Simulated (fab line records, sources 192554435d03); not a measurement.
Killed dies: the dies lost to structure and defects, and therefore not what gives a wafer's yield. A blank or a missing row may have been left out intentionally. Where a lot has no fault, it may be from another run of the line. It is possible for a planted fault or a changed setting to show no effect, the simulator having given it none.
A single fault, viewed from 2 desks :: flow n5_finfet :: only its own numbers are on each desk; what lay behind them is given at the end

== TOOL OWNER'S DESK, litho_track-01 ==
The tool's own readings at N5_BEOL_M14_COAT_65 (time 60 s, resist thk 450 nm): means of the sampled wafers that have a number, for each lot that ran on this tool. A lot is out of limits, marked OUT, if its mean lies more than 4 standard deviations from the usual mean; the brackets give that distance.
Columns: A = heater_power_total_W at N5_BEOL_M14_COAT_65, usual 500.6 W; B = plate_temp_C at N5_BEOL_M14_COAT_65, usual 249.99 C; C = spin_speed_rpm at N5_BEOL_M14_COAT_65, usual 1500.2 rpm
lot: L595
first seen here: day 11 22:55
A: 500.7
B: 250.14
C: 1500.2

lot: L596
first seen here: day 12 12:08
A: 499.1
B: 249.78
C: 1500.5

lot: L613
first seen here: day 16 07:41
A: 470.5 (-17) OUT
B: 237.38 (-70) OUT
C: 1500.5

lot: L615
first seen here: day 16 20:46
A: 471.6 (-16) OUT
B: 237.54 (-69) OUT
C: 1501.3
Finding of this desk: L613, L615 out of limits; the first was L613 at day 16 07:41, on heater_power_total_W at N5_BEOL_M14_COAT_65. Within limits: L595, L596.

== FROM THE METROLOGY DESK ==
What the gauges read for every lot (on any tool): the sampled wafers with a number, averaged. A lot is out of limits, marked OUT, if its mean lies more than 4 standard deviations from the usual mean; the brackets give that distance.
Columns: A = cd_nm at N5_BEOL_M14_CD_MEAS_28, usual 284.8 nm
lot: L595
first seen here: day 11 23:12
A: 286.0

lot: L597
first seen here: day 12 01:43
A: 284.0

lot: L596
first seen here: day 12 12:34
A: 286.4

lot: L603
first seen here: day 13 13:17
A: 281.8

lot: L598
first seen here: day 13 19:28
A: 285.4

lot: L604
first seen here: day 14 02:08
A: 283.9

lot: L613
first seen here: day 16 08:06
A: 284.5

lot: L615
first seen here: day 16 21:03
A: 285.1

lot: L616
first seen here: day 16 21:13
A: 284.5

lot: L617
first seen here: day 16 21:15
A: 283.5

lot: L618
first seen here: day 16 23:53
A: 284.1
This desk found nothing out of limits on any of the 11 lots.

== BROUGHT TOGETHER ==
At day 16 07:41, on L613, L615, the tool owner's desk was in a position to raise an alarm.
The metrology desk saw nothing out of limits.
The metrology desk has L613, L615 on record, within its limits.
Every lot named ran N5_BEOL_M14_COAT_65 on litho_track-01.

== WHAT THE SIMULATOR HAD INSERTED ==
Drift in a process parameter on litho_track-01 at N5_BEOL_M14_COAT_65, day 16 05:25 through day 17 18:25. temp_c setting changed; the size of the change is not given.
Struck lots among those shown: L613, L615.
How many hours passed from the start of the fault until each desk's first out-of-limits reading: the tool owner's desk, 2.
